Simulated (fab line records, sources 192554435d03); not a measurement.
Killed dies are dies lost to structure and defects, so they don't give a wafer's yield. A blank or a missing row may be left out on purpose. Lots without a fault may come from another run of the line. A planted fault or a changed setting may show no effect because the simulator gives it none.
A struck lot beside a sound one | flow n5_finfet | 39 steps out of a route of 1938
Sound: wafers L135.4, L135.5, L135.6. Struck: wafers L129.3, L129.4, L129.5. The cause comes at the end.
At each step with rows: each side's tool, then ch and its chambers, then its first start. Under that, the readings that differ: sound wafers | struck wafers | difference of the means | sigmas: that difference in standard deviations of wafers without a fault.
alike: readings whose means differ by less than 2 such deviations, and words and numbers that are the same on both sides. not compared: withheld readings, readings that some wafer has no value for, bounds like >300 that may hide the same value, and numbers for which the record gives no deviation and whose values overlap.
The two part at a step that has a row with sigmas, a row that says differs or no value, or rows on one side only. Numbers that don't overlap but have no deviation are shown without sigmas and don't part them. A reading that every wafer of one side lacks parts them only if that side has two wafers or more.

first, 11 steps without rows for these wafers: N5_BEOL_M4_STRIP_65 (strips in N2/H2); N5_BEOL_M4_STRIP_75 (strips in N2/H2); N5_BEOL_M4_STRIP_66 (strips in CF4); N5_BEOL_M4_HM_OPEN_17 (chemistry Cl2/BCl3, target TiN, target depth 20 nm, overetch 6 nm); N5_BEOL_M4_STRIP_19 (strips in O2); N5_BEOL_M4_COAT_67 (time 60 s, resist thk 60 nm); N5_BEOL_M4_COAT_68 (time 60 s, resist thk 12 nm); N5_BEOL_M4_COAT_76 (time 60 s, resist thk 5 nm); N5_BEOL_M4_COAT_22 (resist thk 30 nm); N5_BEOL_M4_EBR_24; N5_BEOL_M4_SOFTBAKE_23 (time 60 s).
N5_BEOL_M4_EXPOSE_25: exposes mask V3, defocus 5 nm.
  sound on euv_scanner-02 ch 0, day 13 16:35; struck on euv_scanner-01 ch 0, day 11 09:51
  reading              | sound             | struck            | difference | sigmas
  exposure_dose_mJ_cm2 | 62.72 62.75 62.83 | 59.38 59.40 59.38 | -3.38      | -49
  alike: mask, reticle_temp_C
then, 2 steps without rows for these wafers: N5_BEOL_M4_PEB_26 (peb time 60 s); N5_BEOL_M4_DEVELOP_27 (develop time 30 s).
N5_BEOL_M4_CD_MEAS_28: target cd 26.2 nm, target cd y 24.1 nm.
  sound on cd_sem-03 ch 0, day 13 16:42; struck on cd_sem-01 ch 0, day 11 09:59
  reading    | sound             | struck            | difference | sigmas
  cd_nm (nm) | 26.25 26.26 26.32 | 25.24 25.39 25.15 | -1.02      | -5
then, 22 steps without rows for these wafers: N5_BEOL_M4_DESCUM_33 (chemistry O2, time 7 s); N5_BEOL_M4_ETCH_77 (etches underlayer in N2/H2, target depth 6.5 nm, time 5.2 s); N5_BEOL_M4_ETCH_69 (etches SiARC in CF4, target depth 15.6 nm, time 26 s); N5_BEOL_M4_ALD_98 (deposits SiO2, target thk 2.5 nm, pulse time 1 s, co reactant pulse time 1 s); N5_BEOL_M4_ETCHBACK_99 (etches SiO2 in CHF3, target depth 5 nm, time 10.4 s); N5_BEOL_M4_ETCH_70 (etches SOC in N2/H2, target depth 80 nm, overetch 24 nm, time 130 s); N5_BEOL_M4_STRIP_71 (strips in N2/H2); N5_BEOL_M4_STRIP_78 (strips in N2/H2); N5_BEOL_M4_VIA_ETCH_34 (etches the open film in C4F6/O2, target depth 69.4 nm, time 65.9 s); N5_BEOL_M4_STRIP_83 (strips in C4F6/O2); N5_BEOL_M4_STRIP_36 (strips in N2/H2); N5_BEOL_M4_TRENCH_ETCH_37 (etches SiOC in C4F6/O2, target depth 55.555 nm, time 29.2 s); N5_BEOL_M4_ETCH_41 (etches SiCN in CH3F/O2, target depth 29.9 nm, time 52.5 s); N5_BEOL_M4_STRIP_97 (strips in N2/H2, time 10 s); N5_BEOL_M4_HM_STRIP_39 (strips TiN in peroxide tin strip, target depth 25 nm, time 158 s); N5_BEOL_M4_SRD_40 (time 30 s); N5_BEOL_M4_PRECLEAN_42 (cleans in residue remover, time 60 s); N5_BEOL_M4_SRD_43 (time 30 s); N5_BEOL_M4_DEGAS_44 (time 60 s); N5_BEOL_M4_PRE_CLEAN_45 (time 30 s); N5_BEOL_M4_ALD_84 (deposits TaN, pulse time 2 s, purge time 3 s, co reactant purge time 2 s); N5_BEOL_M4_SURFACE_TREAT_85.
N5_BEOL_M4_RC_MEAS_101:
  sound on prober-02 ch 0, day 13 22:50; struck on prober-02 ch 0, day 11 22:31
  alike: DIBL_N, DIBL_P, IOFF_N, IOFF_P, ION_N, ION_P, SS_N, SS_P, VT_N, VT_P
-- the record jumps here: 4 days lie between the struck wafers' starts before and after (it left off in module BEOL_M4 and takes up again in module PASSIVATION, whose first step shown is number 1936 of the route) --
N5_PASSIVATION_PROBE_49:
  the record has rows for the struck wafers here (prober-02, day 16 10:23) and none for the sound ones

WHERE THEY PART
First at N5_BEOL_M4_EXPOSE_25; last, within this record, at N5_PASSIVATION_PROBE_49.

WHY: what the simulator had put in
Process parameter drift: euv_scanner-01, from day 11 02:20 on, at N5_BEOL_M4_EXPOSE_25. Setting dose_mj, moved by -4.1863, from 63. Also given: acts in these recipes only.
